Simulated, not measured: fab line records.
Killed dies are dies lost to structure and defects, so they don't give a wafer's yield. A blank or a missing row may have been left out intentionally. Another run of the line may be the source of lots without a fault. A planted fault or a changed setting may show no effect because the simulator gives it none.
Chamber matching    flow n5_finfet    rie_diel-04 running N5_FIN_CUT_ETCH_21: 4 sister chambers
The step etches SOC in N2/H2, target depth 219 nm, overetch 43.8 nm, time 523.5 s. 16 wafers are shown with their chamber, then 8 later ones without.

## WAFERS PAIRED WITH THEIR CHAMBERS
wafer   chamber  showerhead_plenum_p_Torr (Torr)  drypump_motor_current_A (A)  throttle_valve_pct (%)
L074.2  2        2.60                             6.2                          17.25
L074.5  2        2.60                             6.2                          17.24
L074.6  1        2.35                             5.7                          17.44
L077.1  2        2.60                             6.2                          17.25
L077.2  1        2.35                             5.7                          17.48
L077.3  0        2.52                             5.8                          18.11
L080.3  1        2.35                             5.7                          17.47
L080.4  3        2.43                             5.2                          17.58
L080.6  3        2.43                             5.2                          17.59
L082.2  2        2.59                             6.2                          17.27
L082.3  0        2.52                             5.8                          18.13
L082.6  1        2.35                             5.8                          17.49
L083.2  3        2.43                             5.2                          17.60
L083.5  3        2.43                             5.2                          17.61
L083.6  0        2.52                             5.8                          18.11
L085.1  1        2.34                             5.7                          17.47

SIGNATURES, as means of the wafers listed above
reading                   chamber 0  chamber 1  chamber 2  chamber 3  scatter within a chamber
showerhead_plenum_p_Torr  2.5200     2.3480     2.5975     2.4300     0.00359
drypump_motor_current_A   5.800      5.720      6.200      5.200      0.0258
throttle_valve_pct        18.1167    17.4700    17.2525    17.5950    0.0148
Rule: for a wafer and a chamber, the distance is found by dividing, reading by reading, the gap between the wafer's reading and the chamber's mean by the reading's scatter, squaring, summing and taking the root. The wafer belongs to the nearest chamber; if the next one is less than 2 further off, it can't be placed. The scatter: take each reading less its chamber's mean, square it, sum over the shown wafers, divide by the number of wafers less the number of chambers, and take the root.

## WAFERS WITHOUT THEIR CHAMBER
wafer   showerhead_plenum_p_Torr (Torr)  drypump_motor_current_A (A)  throttle_valve_pct (%)
L085.3  2.59                             6.2                          17.26
L085.4  2.34                             5.7                          17.48
L093.1  2.42                             5.2                          17.63
L093.2  2.51                             5.8                          18.17
L093.6  2.42                             5.2                          17.62
L096.3  2.58                             6.2                          17.30
L096.4  2.34                             5.7                          17.53
L096.6  2.51                             5.8                          18.16

## EACH ONE'S CHAMBER
wafer   from the rows above  in truth
L085.3  2                    2
L085.4  1                    1
L093.1  3                    3
L093.2  0                    0
L093.6  3                    3
L096.3  2                    2
L096.4  1                    1
L096.6  0                    0
8 of 8 placed correctly. From these rows, 0 cannot be placed. Wrongly placed: 0.
